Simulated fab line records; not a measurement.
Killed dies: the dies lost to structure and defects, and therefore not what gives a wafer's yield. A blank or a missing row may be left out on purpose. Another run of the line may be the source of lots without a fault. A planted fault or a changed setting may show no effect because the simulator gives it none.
Comparing a struck lot with a sound one    flow n5-finfet    15 out of 1938 route steps
Sound: these wafers, L791.1, L791.4, L791.5. Struck: wafer L799.4. (L799.2 of the same lot was not struck and is left out.) The cause comes at the end.
At each step with rows: each side's tool, then ch and its chambers, then its first start. Under that, the readings that differ: sound wafers    struck wafers    difference of the means    sigmas: that difference in standard deviations of wafers without a fault.
alike: readings whose means differ by less than 2 such deviations, and words and numbers that are the same on both sides. not compared: withheld readings, readings that some wafer has no value for, bounds like >300 that may hide the same value, and numbers for which the record gives no deviation and whose values overlap.
Wherever a step has rows on one side only, a row that says differs or no value, or a row with sigmas, the two part there. Numbers that don't overlap but have no deviation are shown without sigmas and don't part them. Lack of a reading on every wafer of one side parts them only where that side has two or more wafers.

first, 7 steps without rows for these wafers: N5_BEOL_M8_COAT_71 (time 60 s, resist thk 5 nm); N5_BEOL_M8_COAT_22 (resist thk 30 nm); N5_BEOL_M8_EBR_24; N5_BEOL_M8_SOFTBAKE_23 (time 60 s); N5_BEOL_M8_EXPOSE_25 (exposes mask V7, target cd 40 nm); N5_BEOL_M8_PEB_26 (peb time 60 s); N5_BEOL_M8_DEVELOP_27 (develop time 30 s).
N5_BEOL_M8_CD_MEAS_28: the cd target is 40 nm.
  sound on cd-sem-01 ch 0, day 11 17:53; struck on cd-sem-03 ch 0, day 14 06:08
  alike: cd-nm
N5_BEOL_M8_OVL_MEAS_29:
  sound on overlay-02 ch 0, day 11 17:55; struck on overlay-01 ch 0, day 14 06:10
  alike: V7_OVL
N5_BEOL_M8_INSPECT_30: inspects for defects (brightfield).
  sound: defect-inspect-02 at day 11 17:58; struck: defect-inspect-02 at day 14 06:14
  alike: raw-defect-count
N5_BEOL_M8_DESCUM_33: chemistry O2, time 7 s.
  sound on rie-diel-01 ch 1,2,3, day 11 18:00; struck on rie-diel-01 ch 3, day 14 06:16
  alike: drypump-motor-current-A, oes-product-au, rf-vpp-V, showerhead-plenum-p-Torr, throttle-valve-pct
  not compared: rf-hours-counter-h
N5_BEOL_M8_ETCH_72: etches underlayer in N2/H2, target depth 6.5 nm, time 5.2 s.
  sound on rie-diel-01 ch 1,2,3, day 11 18:02; struck on rie-diel-01 ch 3, day 14 06:18
  alike: drypump-motor-current-A, etch-rf-on-time-s, h2-flow-sccm, oes-product-au, rf-vpp-V, showerhead-plenum-p-Torr, throttle-valve-pct
  not compared: rf-hours-counter-h
N5_BEOL_M8_ETCH_65: etches SiARC in CF4, target depth 15.6 nm, time 26 s.
  sound on rie-diel-01 ch 1,2,3, day 11 18:03; struck on rie-diel-01 ch 3, day 14 06:19
reading                sound           struck  difference  sigmas
etch-rf-on-time-s (s)  26.5 26.9 25.5  18.5    -7.8        -8
  alike: drypump-motor-current-A, oes-product-au, rf-vpp-V, showerhead-plenum-p-Torr, throttle-valve-pct
  not compared: rf-hours-counter-h
N5_BEOL_M8_ETCH_66: etches SOC in N2/H2, target depth 80 nm, overetch 16 nm, time 120 s.
  sound on rie-diel-01 ch 1,2,3, day 11 18:05; struck on rie-diel-01 ch 3, day 14 06:20
  alike: drypump-motor-current-A, h2-flow-sccm, oes-product-au, rf-vpp-V, showerhead-plenum-p-Torr, throttle-valve-pct
  not compared: rf-hours-counter-h
-- record jumps: 3 days separate the struck wafers' starts on either side; left off in module BEOL_M8, taken up again in module PASSIVATION, whose first shown step is the route's number 1936 --
N5_PASSIVATION_PROBE_49:
  sound: prober-01 at day 14 21:34; struck: prober-02 at day 17 02:52
  alike: defect-limited-yield, killed_at_M0_to_M3, killed_at_M4_up, killed-at-contacts, killed-at-front-end, killed-at-other, killed-dies, killed-open, killed-short, sort_bin_5_function, sort_bin_6_memory, sort_bin_8_speed, sort-n-pass

WHERE THEY PART
At N5_BEOL_M8_ETCH_65 and nowhere else, as far as this record goes. Later steps at which nothing parts them and some readings are alike: N5_BEOL_M8_ETCH_66, N5_PASSIVATION_PROBE_49.

WHY: what had been put in by the simulator
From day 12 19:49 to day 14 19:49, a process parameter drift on rie-diel-01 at N5_BEOL_M8_ETCH_65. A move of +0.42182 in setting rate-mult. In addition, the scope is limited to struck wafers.
